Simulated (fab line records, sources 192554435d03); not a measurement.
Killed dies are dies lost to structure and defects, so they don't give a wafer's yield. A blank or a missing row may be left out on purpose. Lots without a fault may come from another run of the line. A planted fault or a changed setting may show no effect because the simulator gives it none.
fab line records | flow n5_finfet
record lots=7 wafers=21
route steps=1938 shown BEOL_M2@844 BEOL_M3@931 BEOL_M4@1023
start_h: hours from the record's first day to the start of the lot's first wafer shown | wait_h: hours since the lot's step before | " the same as in the row above | L1.1+2: a row that stands for several wafers | - no value, or no start given | * or withheld: withheld | < > ~ a bound
route shown NAME@n: a module of which the file shows steps, and the number in the route of the first | usual: mean/standard deviation of fault-free wafers | same: alike in all rows | chamber/n: place in a boat | sites: the reading at each site | _std_site: their standard deviation | _edge_site: outer sites' mean less inner sites' | radius_mm: how far each site lies from the wafer's centre | mask NAME#n: copy n | behind: the tool/chamber that last shaped the wafer | hold: why the lot was held/for how many hours/how that ended | device: the transistor (n, p or np) that didn't switch | end of line: the same wafers' tests at the end of the route | a step without rows: its recipe alone | killed: dies lost to structure and defects at the first sort, not the wafer's yield | map: a wafer's dies, x killed, . not, _ none there
set.NAME: the setting as run; set.NAME@STEP: as run at that earlier step | model.NAME: the simulator's own value behind a step, which no gauge read
lots whose settings were changed on purpose; a table a step, a row a wafer
## steps
# step N5_BEOL_M2_HM_DEP_02
# recipe material=TiN target_thk_a=200 temp_c=25 chamber_pressure_pa=0.49996
# columns lot.wafer tool chamber start_h wait_h set.target_thk_a model.TiN_of_BEOL_M2_HM_DEP_02.thk_nm
L079.3 pvd_sputter-03 - 163.22 0.6 210.5 21
L079.5 " - " " 200 20
L079.6 " - " " 200 19.8
L081.2 pvd_sputter-01 - 175.06 1.6 217 21.8
L081.4 " - " " 200 20.4
L081.6 " - " " 200 20.6
L087.2 pvd_sputter-01 - 221.61 2.3 200 20
L087.3+6 " - " " 200 19.8
L090.1 pvd_sputter-01 - 233.86 1.6 200 19.8
L090.2 " - " " 200 20
L090.6 " - " " 200 19.4
L091.1 pvd_sputter-01 - 238.12 0.5 200 20.2
L091.4 " - " " 200 20
L091.5 " - " " 200 19.8
L097.3 pvd_sputter-01 - 276.10 1.5 212.5 20.8
L097.4 " - " " 200 19.6
L097.5 " - " " 212.5 20.4
L096.3 pvd_sputter-03 - 279.27 1.7 200 20.2
L096.5 " - " " 215.6 21.6
L096.6 " - " " 215.6 21.8
# step N5_BEOL_M2_COAT_61
# recipe resist=SOC temp_c=250 time_s=60 spin_rpm=1500 resist_thk_nm=60
# step N5_BEOL_M2_COAT_62
# recipe resist=SiARC temp_c=220 time_s=60 spin_rpm=1500 resist_thk_nm=12
# step N5_BEOL_M2_STRIP_75
# recipe chemistry=N2/H2 temp_c=40 n2_flow_sccm=200 h2_flow_sccm=200 rf_frequency_hz=6e+07
# step N5_BEOL_M2_STRIP_66
# recipe chemistry=CF4 resist=SiARC power_w=300 bias_power_w=75 pressure_mtorr=50 cf4_flow_sccm=150 rf_frequency_hz=6e+07
# step N5_BEOL_M2_HM_OPEN_17
# recipe chemistry=Cl2/BCl3 target_depth_a=200 overetch_a=60 target=TiN mask_material=SOC ion_energy_ev=150 pressure_mtorr=10 icp_w=1000 bias_w=126 Cl2_flow_sccm=53.25 bcl3_flow_sccm=21.75 Ar_flow_sccm=25
# columns lot.wafer tool chamber start_h wait_h set.target_thk_a@BEOL_M2_HM_DEP_02 model.etch.depth_nm
L079.3 rie_metal-03 1 164.02 0.1 210.5 20.97
L079.5 " 0 " " 200 19.91
L079.6 " 1 " " 200 19.88
L081.2 rie_metal-01 0 175.96 0.0 217 21.78
L081.4 " 0 " " 200 20.41
L081.6 " 0 " " 200 20.7
L087.2 rie_metal-03 1 222.38 0.0 200 19.94
L087.3 " 1 " " 200 19.89
L087.6 " 0 " " 200 19.72
L090.1 rie_metal-02 0 234.75 0.0 200 19.86
L090.2 " 1 " " 200 19.99
L090.6 " 0 " " 200 19.33
L091.1 rie_metal-02 0 239.36 0.0 200 20.22
L091.4 " 1 " " 200 19.99
L091.5 " 1 " " 200 19.85
L097.3 rie_metal-01 1 276.90 0.1 212.5 20.72
L097.4 " 0 " " 200 19.6
L097.5 " 1 " " 212.5 20.46
L096.3 rie_metal-02 0 280.20 0.1 200 20.29
L096.5 " 0 " " 215.6 21.62
L096.6 " 1 " " 215.6 21.77
# step N5_BEOL_M2_STRIP_19
# recipe chemistry=O2 power_w=400 temp_c=40 pressure_mtorr=30 rf_frequency_hz=6e+07 bias_power_w=0 overash_fraction=0.2 o2_flow_sccm=225
# step N5_BEOL_M2_STRIP_83
# recipe chemistry=C4F6/O2 resist=SiARC rf_frequency_hz=6e+07
# step N5_BEOL_M2_STRIP_36
# recipe chemistry=N2/H2 power_w=450 temp_c=40 pressure_mtorr=20 rf_frequency_hz=6e+07 overash_fraction=0.3 bias_power_w=7 h2_frac=0.5 n2_flow_sccm=200 h2_flow_sccm=200
# step N5_BEOL_M2_TRENCH_ETCH_37
# recipe chemistry=C4F6/O2 target_depth_a=555.55 target=SiOC time_s=29.2 ion_energy_ev=250 pressure_mtorr=30 source_w=355 bias_w=185 Ar_flow_sccm=300 C4F6_flow_sccm=10 O2_flow_sccm=10
# columns lot.wafer tool chamber start_h wait_h set.target_thk_a@BEOL_M2_HM_DEP_02 model.TiN_of_BEOL_M2_HM_DEP_02.thk_nm
L079.3 rie_diel-03 2 - - 210.5 18.6
L079.5+6 " 1,2 " " 200 17.6
L081.2 rie_diel-05 1 - - 217 19.4
L081.4 " 2 " " 200 18.2
L081.6 " 0 " " 200 18.4
L087.2+3 rie_diel-03 2,1 - - 200 17.6
L087.6 " 3 " " 200 17.4
L090.1+2 rie_diel-01 0,1 - - 200 17.6
L090.6 " 2 " " 200 17
L091.1 rie_diel-01 2 - - 200 17.8
L091.4+5 " 2,0 " " 200 17.6
L097.3 rie_diel-01 2 - - 212.5 18.4
L097.4 " 1 " " 200 17.2
L097.5 " 2 " " 212.5 18.2
L096.3 rie_diel-05 2 - - 200 18
L096.5 " 2 " " 215.6 19.2
L096.6 " 3 " " 215.6 19.4
# step N5_BEOL_M3_ILD_DEP_00
# recipe material=SiOC target_thk_a=790 temp_c=350 precursor=DEMS/O2 pressure_torr=5 rf_w=500 time_s=15.3
# columns lot.wafer tool chamber start_h wait_h set.time_s model.SiOC_of_BEOL_M3_ILD_DEP_00.thk_nm
L079.3 pecvd-01 2 169.88 0.0 14.65 75.4
L079.5 " 1 " " 14.65 76.8
L079.6 " 2 " " 15.3 80
L081.2 pecvd-03 0 191.03 0.0 13.58 70.6
L081.4 " 2 " " 15.3 79.2
L081.6 " 0 " " 15.3 80.6
L087.2 pecvd-01 1 235.02 0.0 15.3 78.8
L087.3 " 0 " " 14.57 75.2
L087.6 " 0 " " 15.3 80.2
L090.1+2 pecvd-03 2,1 241.09 0.0 15.3 77.8
L090.6 " 0 " " 15.3 79
L091.1 pecvd-01 2 246.53 0.0 15.3 78.6
L091.4 " 2 " " 15.3 79.2
L091.5 " 1 " " 15.3 79.6
L097.3 pecvd-01 1 283.45 0.0 17.11 87.4
L097.4 " 2 " " 17.11 88
L097.5 " 0 " " 17.11 90.4
L096.3 pecvd-02 2 286.42 0.0 17.57 89.8
L096.5 " 0 " " 15.3 79.2
L096.6 " 2 " " 17.57 90.6
# step N5_BEOL_M3_THK_MEAS_01
# recipe reads=SiOC_of_BEOL_M3_ILD_DEP_00
# usual M3_ILD_THK=79.0/1.1
# columns lot.wafer tool chamber start_h wait_h set.time_s@BEOL_M3_ILD_DEP_00 M3_ILD_THK[nm]
L079.3 film_metro-02 - 169.95 0.1 14.65 75.5
L079.5 " - " " 14.65 76.9
L079.6 " - " " 15.3 80.1
L081.2 film_metro-01 - 191.09 0.1 13.58 70.7
L081.4 " - " " 15.3 79.1
L081.6 " - " " 15.3 80.6
L087.2 film_metro-01 - 235.09 0.1 15.3 78.7
L087.3 " - " " 14.57 75.1
L087.6 " - " " 15.3 80.2
L090.1 film_metro-01 - 241.16 0.0 15.3 77.7
L090.2 " - " " 15.3 77.8
L090.6 " - " " 15.3 79.0
L091.1 film_metro-01 - 246.60 0.1 15.3 78.7
L091.4 " - " " 15.3 79.2
L091.5 " - " " 15.3 79.5
L097.3 film_metro-01 - 283.52 0.1 17.11 87.3
L097.4 " - " " 17.11 88.1
L097.5 " - " " 17.11 90.4
L096.3 film_metro-01 - 286.48 0.1 17.57 89.9
L096.5 " - " " 15.3 79.2
L096.6 " - " " 17.57 90.7
# step N5_BEOL_M3_PECVD_72
# recipe material=SiO2 target_thk_a=160 temp_c=400 precursor=TEOS/O2 pressure_torr=5.5 rf_w=450 teos_flow_sccm=53.8 gas=O2 flow_sccm=3000 time_s=18
# columns lot.wafer tool chamber start_h wait_h set.time_s model.SiO2_of_BEOL_M3_PECVD_72.thk_nm
L079.3+5 pecvd-03 1,2 169.99 0.0 18 16.2
L079.6 " 1 " " 18 16.4
L081.2 pecvd-01 1 191.13 0.0 18 16
L081.4 " 1 " " 18 16.2
L081.6 " 0 " " 16.89 15.4
L087.2+3 pecvd-01 1,0 235.12 0.0 18 15.8
L087.6 " 0 " " 18 16.2
L090.1+6 pecvd-02 1,0 241.19 0.0 18 15.8
L090.2 " 2 " " 18 16
L091.1+4 pecvd-02 1,0 246.64 0.0 18 15.6
L091.5 " 1 " " 18 15.8
L097.3 pecvd-03 0 283.55 0.0 18 16
L097.4 " 1 " " 20.14 17.8
L097.5 " 2 " " 18 15.4
L096.3+5 pecvd-01 0,1 286.52 0.0 18.79 16.4
L096.6 " 0 " " 18 16
# step N5_BEOL_M3_TRENCH_ETCH_37
# recipe chemistry=C4F6/O2 target_depth_a=555.55 target=SiOC time_s=29.2 ion_energy_ev=250 pressure_mtorr=30 source_w=355 bias_w=185 Ar_flow_sccm=300 C4F6_flow_sccm=10 O2_flow_sccm=10
# columns lot.wafer tool chamber start_h wait_h set.time_s model.BEOL_M3.feature_depth_nm model.etch.depth_nm
L079.3 rie_diel-04 1 - - 29.2 53.8 53.73
L079.5 " 3 " " 32.46 60 60.09
L079.6 " 2 " " 32.46 60.6 60.55
L081.2 rie_diel-06 0 - - 29.2 54.6 54.6
L081.4 " 1 " " 29.2 55.8 55.71
L081.6 " 2 " " 29.2 55 55.08
L087.2 rie_diel-02 3 - - 34.8 66.6 66.59
L087.3 " 0 " " 29.2 55.8 55.9
L087.6 " 1 " " 29.2 54.4 54.34
L090.1 rie_diel-04 3 - - 29.2 54.2 54.12
L090.2 " 0 " " 29.2 53.2 53.28
L090.6 " 1 " " 35.37 65.2 65.14
L091.1 rie_diel-04 3 - - 29.2 53.8 53.87
L091.4 " 1 " " 29.2 54 54.02
L091.5 " 3 " " 29.2 54.2 54.29
L097.3 rie_diel-02 3 - - 23.15 45.2 45.14
L097.4 " 0 " " 29.2 56.4 56.31
L097.5 " 3 " " 23.15 44.8 44.83
L096.3 rie_diel-04 1 - - 29.2 53.8 53.88
L096.5 " 0 " " 33.97 62.4 62.42
L096.6 " 1 " " 29.2 54.2 54.12
# step N5_BEOL_M3_ETCH_41
# recipe chemistry=CH3F/O2 target=SiCN target_depth_a=299 taper_deg=2 time_s=52.5 ion_energy_ev=120 mask_material=TiN pressure_mtorr=30 source_w=395 bias_w=75 Ar_flow_sccm=150 CH3F_flow_sccm=30 O2_flow_sccm=20
# step N5_BEOL_M3_STRIP_97
# recipe chemistry=N2/H2 time_s=10 power_w=450 temp_c=40 pressure_mtorr=20 rf_frequency_hz=6e+07 bias_power_w=7 n2_flow_sccm=200 h2_flow_sccm=200
# step N5_BEOL_M3_OCD_MEAS_38
# usual trench_depth_nm=54.8/0.92
# columns lot.wafer tool chamber start_h wait_h set.time_s@BEOL_M3_TRENCH_ETCH_37 trench_depth_nm
L079.3 ocd-01 - 178.09 - 29.2 53.8
L079.5 " - " " 32.46 60.1
L079.6 " - " " 32.46 60.7
L081.2 ocd-01 - 195.97 - 29.2 54.5
L081.4 " - " " 29.2 55.4
L081.6 " - " " 29.2 55.4
L087.2 ocd-02 - 239.24 - 34.8 66.2
L087.3 " - " " 29.2 55.3
L087.6 " - " " 29.2 54.3
L090.1 ocd-01 - 245.95 - 29.2 53.8
L090.2 " - " " 29.2 53.3
L090.6 " - " " 35.37 65.4
L091.1 ocd-02 - 249.72 - 29.2 54.1
L091.4 " - " " 29.2 53.5
L091.5 " - " " 29.2 54.4
L097.3 ocd-02 - 286.49 - 23.15 45.5
L097.4 " - " " 29.2 56.5
L097.5 " - " " 23.15 44.7
L096.3 ocd-01 - 292.10 - 29.2 54.7
L096.5 " - " " 33.97 62.8
L096.6 " - " " 29.2 54.1
# step N5_BEOL_M4_PECVD_72
# recipe material=SiO2 target_thk_a=160 temp_c=400 precursor=TEOS/O2 pressure_torr=5.5 rf_w=450 teos_flow_sccm=53.8 gas=O2 flow_sccm=3000 time_s=18
# columns lot.wafer tool chamber start_h wait_h set.time_s model.SiO2_of_BEOL_M4_PECVD_72.thk_nm
L079.3 pecvd-04 2 182.87 0.0 19.22 16.8
L079.5 " 1 " " 19.22 17.2
L079.6 " 0 " " 18 16.4
L081.2+4 pecvd-02 0 201.00 0.1 18 16
L081.6 " 0 " " 19.4 17.2
L087.2+3 pecvd-02 2,1 243.65 0.0 18 15.8
L087.6 " 0 " " 19.66 17.4
L090.1 pecvd-02 1 250.17 0.0 18 15.8
L090.2 " 0 " " 19.9 17.2
L090.6 " 2 " " 18 16
L091.1+4+5 pecvd-02 0,0,1 254.18 0.0 18 16
L097.3 pecvd-02 2 291.85 0.0 20.31 17.8
L097.4 " 1 " " 20.31 18
L097.5 " 0 " " 18 16.2
L096.3 pecvd-04 2 296.46 0.0 16.59 14.4
L096.5 " 1 " " 18 16
L096.6 " 2 " " 18 15.8
# step N5_BEOL_M4_EXPOSE_08
# recipe mask_id=M4 na=0.33 source_shape=dipole sigma_inner=0.369 sigma_outer=0.767 polarization=unpolarized dose_mj=41.25
# columns lot.wafer tool chamber start_h wait_h mask set.dose_mj
L079.3+6 euv_scanner-01 0 187.02 - M4#0 42.26
L079.5 " 0 " " M4#0 41.25
L081.2 euv_scanner-02 0 203.31 - M4#0 41.25
L081.4+6 " 0 " " M4#0 43.59
L087.2+3 euv_scanner-01 0 246.19 - M4#0 39.22
L087.6 " 0 " " M4#0 41.25
L090.1+2+6 euv_scanner-02 0 250.97 - M4#0 41.25
L091.1+4+5 euv_scanner-02 0 254.69 - M4#0 41.25
L097.3+4+5 euv_scanner-02 0 292.46 - M4#0 41.25
L096.3+5+6 euv_scanner-01 0 297.02 - M4#0 41.25
# step N5_BEOL_M4_PEB_09
# recipe peb_temp_c=100 peb_time_s=60 resist=CAR-EUV
# step N5_BEOL_M4_DEVELOP_10
# recipe develop_time_s=30 developer=TMAH resist=CAR-EUV rinse_liquid=surfactant_rinse dry=air_spin dev_temp_c=23
# step N5_BEOL_M4_CD_MEAS_11
# recipe target_cd_nm=16.79 landing_energy_ev=500 detector=se_inlens polarity=opening
# usual cd_nm=16.85/0.25
# columns lot.wafer tool chamber start_h wait_h set.dose_mj@BEOL_M4_EXPOSE_08 cd_nm
L079.3 cd_sem-02 0 187.14 - 42.26 17.41
L079.5 " 0 " " 41.25 16.59
L079.6 " 0 " " 42.26 17.42
L081.2 cd_sem-02 0 203.44 - 41.25 16.57
L081.4 " 0 " " 43.59 18.06
L081.6 " 0 " " 43.59 18.28
L087.2 cd_sem-03 0 246.32 - 39.22 16.34
L087.3 " 0 " " 39.22 16.11
L087.6 " 0 " " 41.25 17.09
L090.1 cd_sem-01 0 251.10 - 41.25 17.33
L090.2 " 0 " " 41.25 16.78
L090.6 " 0 " " 41.25 16.89
L091.1 cd_sem-03 0 254.82 - 41.25 16.82
L091.4 " 0 " " 41.25 16.36
L091.5 " 0 " " 41.25 16.74
L097.3 cd_sem-01 0 292.58 - 41.25 16.66
L097.4 " 0 " " 41.25 16.84
L097.5 " 0 " " 41.25 17.16
L096.3 cd_sem-01 0 297.14 - 41.25 16.73
L096.5 " 0 " " 41.25 16.65
L096.6 " 0 " " 41.25 16.60
# step N5_BEOL_M4_DESCUM_16
# recipe chemistry=O2 time_s=7 source_power_w=50 bias_power_w=20 pressure_mtorr=20 rf_frequency_hz=2.712e+07 temp_c=40 resist=CAR-EUV o2_flow_sccm=225
# step N5_BEOL_M4_ETCH_74
# recipe chemistry=N2/H2 target=underlayer target_depth_a=65 mask_material=CAR-EUV time_s=5.2 ion_energy_ev=200 pressure_mtorr=30 source_w=840 bias_w=150 n2_flow_sccm=200 h2_flow_sccm=200 ends=cleared
# columns lot.wafer tool chamber start_h wait_h set.dose_mj@BEOL_M4_EXPOSE_08 model.BEOL_M4.cd_offset_nm
L079.3+6 rie_diel-03 3,2 187.31 0.0 42.26 0.8
L079.5 " 1 " " 41.25 0.2
L081.2 rie_diel-01 1 203.77 0.0 41.25 0
L081.4 " 3 " " 43.59 1.2
L081.6 " 3 " " 43.59 1
L087.2 rie_diel-01 1 246.50 0.0 39.22 -0.8
L087.3 " 0 " " 39.22 -0.6
L087.6 " 0 " " 41.25 0.2
L090.1+2 rie_diel-03 1,0 251.26 0.0 41.25 0.2
L090.6 " 3 " " 41.25 0.6
L091.1+4+5 rie_diel-05 2,3,2 254.98 0.0 41.25 -0.2
L097.3 rie_diel-03 1 292.93 0.0 41.25 0
L097.4+5 " 3,1 " " 41.25 0.2
L096.3+5 rie_diel-05 2,0 297.30 0.0 41.25 0
L096.6 " 2 " " 41.25 -0.2
# step N5_BEOL_M4_ETCH_63
# recipe chemistry=CF4 target=SiARC target_depth_a=156 mask_material=CAR-EUV time_s=26 ion_energy_ev=80 pressure_mtorr=40 source_w=545 bias_w=36 Ar_flow_sccm=100 cf4_flow_sccm=100 ends=cleared
# columns lot.wafer tool chamber start_h wait_h set.dose_mj@BEOL_M4_EXPOSE_08 model.BEOL_M4.cd_offset_nm
L079.3 rie_diel-03 3 187.33 0.0 42.26 1
L079.5 " 1 " " 41.25 0.2
L079.6 " 2 " " 42.26 0.8
L081.2 rie_diel-01 1 203.78 0.0 41.25 0
L081.4 " 3 " " 43.59 1.4
L081.6 " 3 " " 43.59 1
L087.2 rie_diel-01 1 246.51 0.0 39.22 -0.6
L087.3 " 0 " " 39.22 -0.8
L087.6 " 0 " " 41.25 0.2
L090.1+2 rie_diel-03 1,0 251.27 0.0 41.25 0.2
L090.6 " 3 " " 41.25 0.6
L091.1+4 rie_diel-05 2,3 255.00 0.0 41.25 -0.2
L091.5 " 2 " " 41.25 0
L097.3 rie_diel-03 1 292.95 0.0 41.25 0
L097.4 " 3 " " 41.25 0.4
L097.5 " 1 " " 41.25 0.2
L096.3+5+6 rie_diel-05 2,0,2 297.31 0.0 41.25 0
# step N5_BEOL_M4_ETCH_64
# recipe chemistry=N2/H2 target=SOC target_depth_a=750 overetch_a=225 mask_material=SiARC temp_c=40 time_s=121.9 ion_energy_ev=200 pressure_mtorr=30 source_w=840 bias_w=150 n2_flow_sccm=200 h2_flow_sccm=200
# step N5_BEOL_M4_STRIP_65
# recipe chemistry=N2/H2 temp_c=40 n2_flow_sccm=200 h2_flow_sccm=200 rf_frequency_hz=6e+07
# step N5_BEOL_M4_STRIP_97
# recipe chemistry=N2/H2 time_s=10 power_w=450 temp_c=40 pressure_mtorr=20 rf_frequency_hz=6e+07 bias_power_w=7 n2_flow_sccm=200 h2_flow_sccm=200
# step N5_BEOL_M4_HM_STRIP_39
# recipe chemistry=peroxide_tin_strip material=TiN target_depth_a=250 temp_c=50 time_s=158
# columns lot.wafer tool chamber start_h wait_h set.time_s@BEOL_M4_PECVD_72 model.SiO2_of_BEOL_M4_PECVD_72.thk_nm
L079.3 wet_bench-01 3 189.39 0.0 19.22 16.8
L079.5 " 5 " " 19.22 17.2
L079.6 " 0 " " 18 16.2
L081.2 wet_bench-01 0 209.37 0.0 18 16
L081.4 " 2 " " 18 15.8
L081.6 " 4 " " 19.4 17.2
L087.2+3 wet_bench-05 6,7 249.03 0.0 18 15.6
L087.6 " 0 " " 19.66 17.2
L090.1 wet_bench-02 0 253.48 0.0 18 15.6
L090.2 " 1 " " 19.9 17.2
L090.6 " 6 " " 18 15.8
L091.1+4 wet_bench-02 5,0 257.66 0.0 18 15.8
L091.5 " 6 " " 18 16
L097.3 wet_bench-05 2 295.67 0.0 20.31 17.6
L097.4 " 6 " " 20.31 17.8
L097.5 " 0 " " 18 16
L096.3 wet_bench-01 6 318.38 0.0 16.59 14.2
L096.5 " 5 " " 18 15.8
L096.6 " 7 " " 18 15.6
## key
split step=N5_BEOL_M2_HM_DEP_02 setting=target_thk_a stated=200 by=wafer
response step=N5_BEOL_M2_HM_DEP_02 reading=model.TiN_of_BEOL_M2_HM_DEP_02.thk_nm change=+0.174 per=1% r=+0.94
response step=N5_BEOL_M2_HM_OPEN_17 reading=model.etch.depth_nm change=+0.166 per=1% r=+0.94
response step=N5_BEOL_M2_TRENCH_ETCH_37 reading=model.TiN_of_BEOL_M2_HM_DEP_02.thk_nm change=+0.158 per=1% r=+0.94
split step=N5_BEOL_M3_ILD_DEP_00 setting=time_s stated=15.3 by=wafer
response step=N5_BEOL_M3_ILD_DEP_00 reading=model.SiOC_of_BEOL_M3_ILD_DEP_00.thk_nm change=+0.787 per=1% r=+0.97
response step=N5_BEOL_M3_THK_MEAS_01 reading=M3_ILD_THK change=+0.785 per=1% r=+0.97
split step=N5_BEOL_M3_PECVD_72 setting=time_s stated=18 by=wafer
response step=N5_BEOL_M3_PECVD_72 reading=model.SiO2_of_BEOL_M3_PECVD_72.thk_nm change=+0.156 per=1% r=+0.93
split step=N5_BEOL_M3_TRENCH_ETCH_37 setting=time_s stated=29.2 by=wafer
response step=N5_BEOL_M3_TRENCH_ETCH_37 reading=model.BEOL_M3.feature_depth_nm change=+0.556 per=1% r=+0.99
response step=N5_BEOL_M3_TRENCH_ETCH_37 reading=model.etch.depth_nm change=+0.555 per=1% r=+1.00
response step=N5_BEOL_M3_OCD_MEAS_38 reading=trench_depth_nm change=+0.56 per=1% r=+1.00
split step=N5_BEOL_M4_PECVD_72 setting=time_s stated=18 by=wafer
response step=N5_BEOL_M4_PECVD_72 reading=model.SiO2_of_BEOL_M4_PECVD_72.thk_nm change=+0.143 per=1% r=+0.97
response step=N5_BEOL_M4_HM_STRIP_39 reading=model.SiO2_of_BEOL_M4_PECVD_72.thk_nm change=+0.151 per=1% r=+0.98
split step=N5_BEOL_M4_EXPOSE_08 setting=dose_mj stated=41.25 by=wafer
response step=N5_BEOL_M4_CD_MEAS_11 reading=cd_nm change=+0.247 per=1% r=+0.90
response step=N5_BEOL_M4_ETCH_74 reading=model.BEOL_M4.cd_offset_nm change=+0.195 per=1% r=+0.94
response step=N5_BEOL_M4_ETCH_63 reading=model.BEOL_M4.cd_offset_nm change=+0.208 per=1% r=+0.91
